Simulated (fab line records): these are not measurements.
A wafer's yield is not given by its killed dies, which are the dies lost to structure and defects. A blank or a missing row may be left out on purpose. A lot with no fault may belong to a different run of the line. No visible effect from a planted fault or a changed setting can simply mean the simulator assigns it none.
Chamber matching + flow n5Finfet + 3 sister chambers for N5_BEOL_M9_CURE_72 on uvCure-03
The step cures SiCOH lowk, time 120 s. 3 wafers are shown with their chamber, then 11 later ones without.

WAFERS, EACH WITH ITS CHAMBER
| wafer  | chamber | wafer_temp_C_max |
|--------|---------|------------------|
| L074.6 | 0       | 372.0            |
| L077.6 | 2       | 372.3            |
| L093.1 | 1       | 371.6            |

WAFERS WHOSE CHAMBER IS MISSING
| wafer  | wafer_temp_C_max |
|--------|------------------|
| L093.5 | 370.9            |
| L093.6 | 371.3            |
| L092.4 | 373.3            |
| L092.5 | 371.6            |
| L092.6 | 372.5            |
| L094.2 | 371.8            |
| L094.3 | 371.6            |
| L094.6 | 372.4            |
| L096.1 | 371.6            |
| L096.3 | 371.2            |
| L096.5 | 371.8            |

EACH ONE'S CHAMBER
| wafer  | from the rows above          | in truth |
|--------|------------------------------|----------|
| L093.5 | can't be placed: 1 or 0 or 2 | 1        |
| L093.6 | can't be placed: 1 or 0 or 2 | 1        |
| L092.4 | can't be placed: 2 or 0 or 1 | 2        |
| L092.5 | can't be placed: 1 or 0 or 2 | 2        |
| L092.6 | can't be placed: 2 or 0 or 1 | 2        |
| L094.2 | can't be placed: 0 or 1 or 2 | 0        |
| L094.3 | can't be placed: 1 or 0 or 2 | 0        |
| L094.6 | can't be placed: 2 or 0 or 1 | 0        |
| L096.1 | can't be placed: 1 or 0 or 2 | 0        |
| L096.3 | can't be placed: 1 or 0 or 2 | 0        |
| L096.5 | can't be placed: 0 or 1 or 2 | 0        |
Correct placement for 0 of the 11. These rows do not allow placing 11 (true chamber among the candidates in 11). Number placed wrongly: 0.
How it was worked out, from the rows above alone: a wafer's distance from a chamber is the root of the sum, over the readings, of the square of ((its reading less the chamber's mean) divided by the reading's scatter). If the next closest chamber is less than 2 further off than the closest, the wafer can't be placed; otherwise it belongs to the closest. For every chamber, the mean is computed from those of its wafers that are shown. The scatter: root of mean squared gap, hidden wafer to nearest shown wafer, with one shown wafer a chamber.
